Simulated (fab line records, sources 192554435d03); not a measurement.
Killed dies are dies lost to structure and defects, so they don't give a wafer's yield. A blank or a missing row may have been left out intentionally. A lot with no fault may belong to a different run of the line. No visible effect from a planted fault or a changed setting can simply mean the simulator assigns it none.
A struck lot beside a sound one -- flow n5_finfet -- 15 steps out of a route of 1938
Sound: these wafers, L771.3, L771.4, L771.6. Struck: wafer L768.3 (L768.2, L768.4, from the same lot, were not struck and are left out); the cause is given at the end.
Per side, at each step with rows, come the tool, then ch with its chambers, and then its first start. Under that, the readings that differ: sound wafers -- struck wafers -- difference of the means -- sigmas: that difference in standard deviations of wafers without a fault.
alike: a reading whose means differ by less than 2 such deviations, as well as words and numbers matching on both sides. not compared: withheld readings; readings where some wafer has no value; bounds like >300 that might hide an equal value; numbers whose values overlap and for which the record gives no deviation.
Wherever a step has rows on one side only, a row that says differs or no value, or a row with sigmas, the two part there. Numbers that don't overlap but have no deviation are shown without sigmas and don't part them. Lack of a reading on every wafer of one side parts them only where that side has two or more wafers.

N5_WELL_APT_INSPECT_38: inspects for defects (darkfield).
  struck on defect_inspect-02, day 4 17:23; sound on defect_inspect-01, day 5 12:32
  alike: raw_defect_count
N5_PMOS_HMC_CHANNEL_EPI_HM_DEP_34: deposits SiO2 from TEOS/O2, target thk 36 nm, time 6.9 s.
  sound on pecvd-01 ch 1,2, day 5 12:34; struck on pecvd-03 ch 2, day 4 17:25
reading,sound,struck,difference,sigmas
heater_power_w (W),490 501 569,667,+147,+2
  alike: showerhead_plenum_p_Torr, susceptor_temp_C, throttle_valve_pct
then, 7 steps without rows for these wafers: N5_PMOS_HMC_CHANNEL_EPI_COAT_31 (time 60 s, resist thk 66 nm); N5_PMOS_HMC_CHANNEL_EPI_COAT_03 (resist thk 205 nm); N5_PMOS_HMC_CHANNEL_EPI_EBR_05; N5_PMOS_HMC_CHANNEL_EPI_SOFTBAKE_04 (time 60 s); N5_PMOS_HMC_CHANNEL_EPI_EXPOSE_06 (exposes mask PMOS HMC BLK, target cd 240 nm); N5_PMOS_HMC_CHANNEL_EPI_PEB_07 (peb time 60 s); N5_PMOS_HMC_CHANNEL_EPI_DEVELOP_08 (develop time 30 s).
N5_PMOS_HMC_CHANNEL_EPI_CD_MEAS_09: target cd 237.4 nm.
  sound on cd_sem-01 ch 0, day 5 12:52; struck on cd_sem-03 ch 0, day 4 17:42
  alike: cd_nm
N5_PMOS_HMC_CHANNEL_EPI_OVL_MEAS_10:
  sound on overlay-01 ch 0, day 5 12:53; struck on overlay-02 ch 0, day 4 17:44
  alike: PMOS_HMC_BLK_OVL
N5_PMOS_HMC_CHANNEL_EPI_INSPECT_11: inspects for defects (macro).
  struck on defect_inspect-01, day 4 17:45; sound on defect_inspect-02, day 5 12:55
  alike: raw_defect_count
N5_PMOS_HMC_CHANNEL_EPI_DESCUM_14: chemistry O2, time 7.9 s.
  sound on rie_diel-05 ch 2,3, day 5 12:56; struck on rie_diel-03 ch 2, day 4 17:47
reading,sound,struck,difference,sigmas
model.CAR-ArF-block_of_PMOS_HMC_CHANNEL_EPI_COAT_03.thk_nm (nm),198.5 198.4 198.6,200,+2,
  alike: drypump_motor_current_A, oes_product_au, rf_vpp_V, showerhead_plenum_p_Torr, throttle_valve_pct
  not compared: rf_hours_counter_h
N5_PMOS_HMC_CHANNEL_EPI_ETCH_32: etches BARC in N2/H2, stops on SiO2, target depth 85.8 nm, time 50.3 s.
  sound on rie_diel-05 ch 2,3, day 5 12:59; struck on rie_diel-03 ch 2, day 4 17:49
reading,sound,struck,difference,sigmas
throttle_valve_pct (%),18.11 17.72 18.12,17.70,-0.28,-2
  alike: drypump_motor_current_A, oes_product_au, rf_vpp_V, showerhead_plenum_p_Torr
  not compared: rf_hours_counter_h
-- a jump in the record: the struck wafers' starts before and after are 7 days apart (it breaks off in module PMOS_HMC_CHANNEL_EPI and resumes in module BEOL_M4, where the first step shown is number 1111 of the route) --
N5_BEOL_M4_RC_MEAS_101:
  sound on prober-02 ch 0, day 12 06:32; struck on prober-02 ch 0, day 11 07:08
  alike: DIBL_N, DIBL_P, IOFF_N, IOFF_P, ION_N, ION_P, SS_N, SS_P, VT_N, VT_P

== WHERE THEY PART ==
Last at N5_PMOS_HMC_CHANNEL_EPI_ETCH_32 as far as this record goes, first at N5_PMOS_HMC_CHANNEL_EPI_HM_DEP_34. Later steps at which nothing parts them and some readings are alike: N5_BEOL_M4_RC_MEAS_101.

WHY: the cause the simulator had injected
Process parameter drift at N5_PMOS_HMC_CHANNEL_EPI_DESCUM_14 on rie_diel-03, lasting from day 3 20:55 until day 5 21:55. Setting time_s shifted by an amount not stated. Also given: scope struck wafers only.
